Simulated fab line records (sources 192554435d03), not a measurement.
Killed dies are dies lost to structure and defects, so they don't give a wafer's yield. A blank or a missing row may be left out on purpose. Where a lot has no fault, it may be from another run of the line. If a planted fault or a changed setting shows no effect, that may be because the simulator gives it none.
Struck lot and sound lot, side by side || flow n5-finfet || 33 out of 1938 route steps
Sound: wafers L347.3, L347.4, L347.5. Struck: wafer L358.1 (L358.4, L358.6, from the same lot, were not struck and are left out); the cause is given at the end.
Each step with rows lists, per side, the tool, then ch with its chambers, then its first start. Under that, the readings that differ: sound wafers || struck wafers || difference of the means || sigmas: that difference in standard deviations of wafers without a fault.
alike: readings with means less than 2 such deviations apart, plus words and numbers identical on both sides. not compared: withheld readings, readings lacking a value on some wafer, bounds such as >300 that could conceal the same value, and numbers that have no deviation in the record and whose values overlap.
Wherever a step has rows on one side only, a row that says differs or no value, or a row with sigmas, the two part there. Non-overlapping numbers with no deviation appear without sigmas and do not part them. A reading that every wafer of one side lacks parts them only if that side has two wafers or more.

first, 1 step without rows for these wafers: N5_GATE_CUT_SRD_32 (time 30 s).
N5_GATE_CUT_SAC_CAP_01: material SiNx, target thk 24 nm, pulse time 1 s, ald cycles 480.
  sound on ald-sin-02 ch 0,1, day 5 18:29; struck on ald-sin-03 ch 2, day 8 10:07
{"reading": "precursor-pulse-height-rel", "sound": "1.007 0.990 0.979", "struck": 1.066, "difference": "+0.074", "sigmas": "+4"}
  alike: heater-power-w
  not compared: since-wet-clean-h
then, 2 steps without rows for these wafers: N5_GATE_CUT_PECVD_57 (deposits SiNx from SiH4/NH3/N2, target thk 21 nm); N5_GATE_CUT_CMP_02 (polishes, stops on SiO2, t overpolish 12.7 s, target thk 0 nm).
N5_GATE_CUT_HM_DEP_46: deposits SiO2 from TEOS/O2, target thk 130 nm, time 26.6 s.
  sound on pecvd-03 ch 0,1,2, day 5 21:05; struck on pecvd-02 ch 0, day 8 12:43
{"reading": "throttle-valve-pct (%)", "sound": "18.1 19.0 17.6", "struck": 20.7, "difference": "+2.5", "sigmas": "+2"}
  alike: heater-power-w, showerhead-plenum-p-Torr, showerhead-vpp-V
  not compared: since-wet-clean-h
then, 6 steps without rows for these wafers: N5_GATE_CUT_COAT_34 (time 60 s, resist thk 60 nm); N5_GATE_CUT_COAT_35 (time 60 s, resist thk 10 nm); N5_GATE_CUT_COAT_27 (time 60 s, resist thk 10 nm); N5_GATE_CUT_COAT_07 (resist thk 30 nm); N5_GATE_CUT_EBR_09; N5_GATE_CUT_SOFTBAKE_08 (time 60 s).
N5_GATE_CUT_EXPOSE_10: exposes mask GATE CUT, target cd 20 nm.
  sound on euv-scanner-01 ch 0, day 5 21:17; struck on euv-scanner-02 ch 0, day 8 12:55
  alike: mask, stage-msd-nm
then, 2 steps without rows for these wafers: N5_GATE_CUT_PEB_11 (peb time 60 s); N5_GATE_CUT_DEVELOP_12 (develop time 30 s).
N5_GATE_CUT_CD_MEAS_13: the cd target is 20 nm.
  sound on cd-sem-03 ch 0, day 5 21:25; struck on cd-sem-03 ch 0, day 8 13:03
{"reading": "cd-nm (nm)", "sound": "20.07 19.90 19.94", "struck": 9.62, "difference": -10.35, "sigmas": -38}
N5_GATE_CUT_OVL_MEAS_14:
  sound on overlay-02 ch 0, day 5 21:28; struck on overlay-02 ch 0, day 8 13:05
  alike: GATE_CUT_OVL
N5_GATE_CUT_INSPECT_15: inspects for defects (brightfield).
  sound on defect-inspect-01, day 5 21:30; struck on defect-inspect-02, day 8 13:08
{"reading": "raw-defect-count", "sound": "266 206 233", "struck": 143, "difference": -92, "sigmas": -2}
N5_GATE_CUT_DESCUM_18: chemistry O2, time 7 s.
  sound on rie-diel-06 ch 0,1,3, day 5 21:42; struck on rie-diel-03 ch 2, day 8 13:53
{"reading": "model.GATE_CUT.cd-nm (nm)", "sound": "20.2 20 20", "struck": 9.6, "difference": -10.5, "sigmas": ""}
  alike: drypump-motor-current-A, oes-product-au, rf-vpp-V, showerhead-plenum-p-Torr, throttle-valve-pct
  not compared: rf-hours-counter-h
then, 5 steps without rows for these wafers: N5_GATE_CUT_ETCH_28 (etches underlayer in N2/H2, target depth 13 nm, time 10.4 s); N5_GATE_CUT_ETCH_36 (etches SiARC in CF4, target depth 13 nm, time 21.7 s); N5_GATE_CUT_ETCH_37 (etches SOC in N2/H2, target depth 60 nm, overetch 12 nm, time 90 s); N5_GATE_CUT_STRIP_38 (strips in N2/H2); N5_GATE_CUT_STRIP_39 (strips in N2/H2).
N5_GATE_CUT_HM_OPEN_40: chemistry C4F6/O2, target SiO2, target depth 139 nm, time 85.1 s.
  sound on rie-diel-06 ch 0,1,3, day 5 21:52; struck on rie-diel-03 ch 2, day 8 14:04
  alike: drypump-motor-current-A, etch-rf-on-time-s, oes-product-au, rf-vpp-V, showerhead-plenum-p-Torr, throttle-valve-pct
  not compared: rf-hours-counter-h
then, 3 steps without rows for these wafers: N5_GATE_CUT_STRIP_41 (strips in CF4); N5_GATE_CUT_STRIP_42 (strips in O2); N5_GATE_CUT_ETCH_19 (etches SiNx in CH3F/O2, target depth 53.7 nm, time 76.7 s).
N5_GATE_CUT_CUT_ETCH_53: etches W in SF6/Cl2, target depth 79.2 nm.
  sound on rie-metal-01 ch 0,1, day 5 22:07; struck on rie-metal-03 ch 1, day 8 14:17
{"reading": "rf-hours-counter-h (h)", "sound": "- - -", "struck": 12, "difference": "no value on the sound wafers", "sigmas": ""}
  alike: drypump-motor-current-A, etch-rf-on-time-s, oes-product-au, throttle-valve-pct
then, 2 steps without rows for these wafers: N5_GATE_CUT_CUT_ETCH_54 (etches TiN in Cl2/BCl3, target depth 96.7 nm); N5_GATE_CUT_CUT_ETCH_55 (etches HfO2 in BCl3, target depth 3.2 nm).
N5_GATE_CUT_ETCH_47: etches SiO2 in Cl2/BCl3, target depth 10 nm.
  sound on rie-metal-01 ch 0,1, day 5 22:15; struck on rie-metal-03 ch 1, day 8 14:26
{"reading": "rf-hours-counter-h (h)", "sound": "- - -", "struck": 12, "difference": "no value on the sound wafers", "sigmas": ""}
{"reading": "model.GATE_CUT.cd-nm (nm)", "sound": "20.4 20.6 20.4", "struck": 10, "difference": -10, "sigmas": ""}
  alike: drypump-motor-current-A, oes-product-au, throttle-valve-pct
N5_GATE_CUT_VAPOR_ETCH_48: etches TiN in BCl3/Cl2.
  sound on rie-metal-01 ch 0,1, day 5 22:17; struck on rie-metal-03 ch 1, day 8 14:28
  alike: drypump-motor-current-A, oes-product-au
N5_BEOL_M4_RC_MEAS_101:
  the record has rows for the sound wafers here (prober-02 ch 0, day 9 04:53) and none for the struck ones

## WHERE THEY PART
Earliest at N5_GATE_CUT_SAC_CAP_01; latest, in this record, at N5_BEOL_M4_RC_MEAS_101.

WHY: the cause the simulator had injected
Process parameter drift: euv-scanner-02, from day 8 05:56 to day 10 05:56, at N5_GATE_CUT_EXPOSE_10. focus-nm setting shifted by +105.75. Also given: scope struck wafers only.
